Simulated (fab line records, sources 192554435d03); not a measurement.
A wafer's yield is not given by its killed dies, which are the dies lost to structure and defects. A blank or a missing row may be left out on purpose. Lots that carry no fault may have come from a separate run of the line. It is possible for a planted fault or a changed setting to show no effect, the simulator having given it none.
The tool behind it: which one? | flow n5_finfet | 12 lots (33 wafers sampled), 1 step of a 1938-step route

## WHAT THE GAUGES SHOWED, per wafer
N5_BEOL_M10_CD_MEAS_28: target cd 70 nm.
lot  | measured     | on        | cd_nm (nm)
L432 | day 9 23:56  | cd_sem-03 | 71.2 71.5 71.0
L433 | day 10 06:10 | cd_sem-01 | 70.1 70.0 69.8
L435 | day 10 14:45 | cd_sem-01 | 68.8 68.3 68.6
L437 | day 10 23:52 | cd_sem-01 | 67.8 67.9 67.6
L440 | day 12 00:01 | cd_sem-02 | 69.0 69.9
L441 | day 12 20:40 | cd_sem-01 | 70.4 71.3
L444 | day 13 07:53 | cd_sem-01 | 70.2 70.2
L445 | day 13 14:04 | cd_sem-02 | 70.1 68.2 69.2
L451 | day 14 19:33 | cd_sem-03 | 71.9 71.1 70.1
L452 | day 15 23:08 | cd_sem-01 | 68.5 69.4 68.8
L453 | day 16 06:26 | cd_sem-03 | 69.9 71.6 70.1
L455 | day 16 19:26 | cd_sem-03 | 70.8 70.1 70.1

## WHICH TOOL RAN EACH LOT (tool, then ch and the chambers of the sampled wafers, then the start)
Record: no process step prior to these readings.

## WHAT THE TOOLS THEMSELVES READ (means of the sampled wafers that have a number; where no wafer has one, the mark that the record gives instead)
The record holds no such reading with a usual standard deviation.

## THE ANSWER, worked out from the rows above alone
Rule: usual is defined by the lots themselves. The widest of any qualifying gaps counts: lots, ordered by their means at a reading, are off when they make up no more than a third of the lots, leave a main group of 4 or more, and stand apart from it by 3 or more times the standard deviation of that group's means. A main group is skipped when, at the precision printed for the reading in the tables above, its means are all equal. A lot without any number at a reading at which 4 lots or more have one is off too. The other lots that the step has rows for count as sound. The gauges are gone through in route order, then the tools' own readings, and for those a lot's mean is taken as printed above. At the first step where some lot is off, the reading lying furthest off is the one used; lots without a number count as furthest.
Nothing can be told from this: no lot is off at any reading shown.

## WHAT THE SIMULATOR PUT IN
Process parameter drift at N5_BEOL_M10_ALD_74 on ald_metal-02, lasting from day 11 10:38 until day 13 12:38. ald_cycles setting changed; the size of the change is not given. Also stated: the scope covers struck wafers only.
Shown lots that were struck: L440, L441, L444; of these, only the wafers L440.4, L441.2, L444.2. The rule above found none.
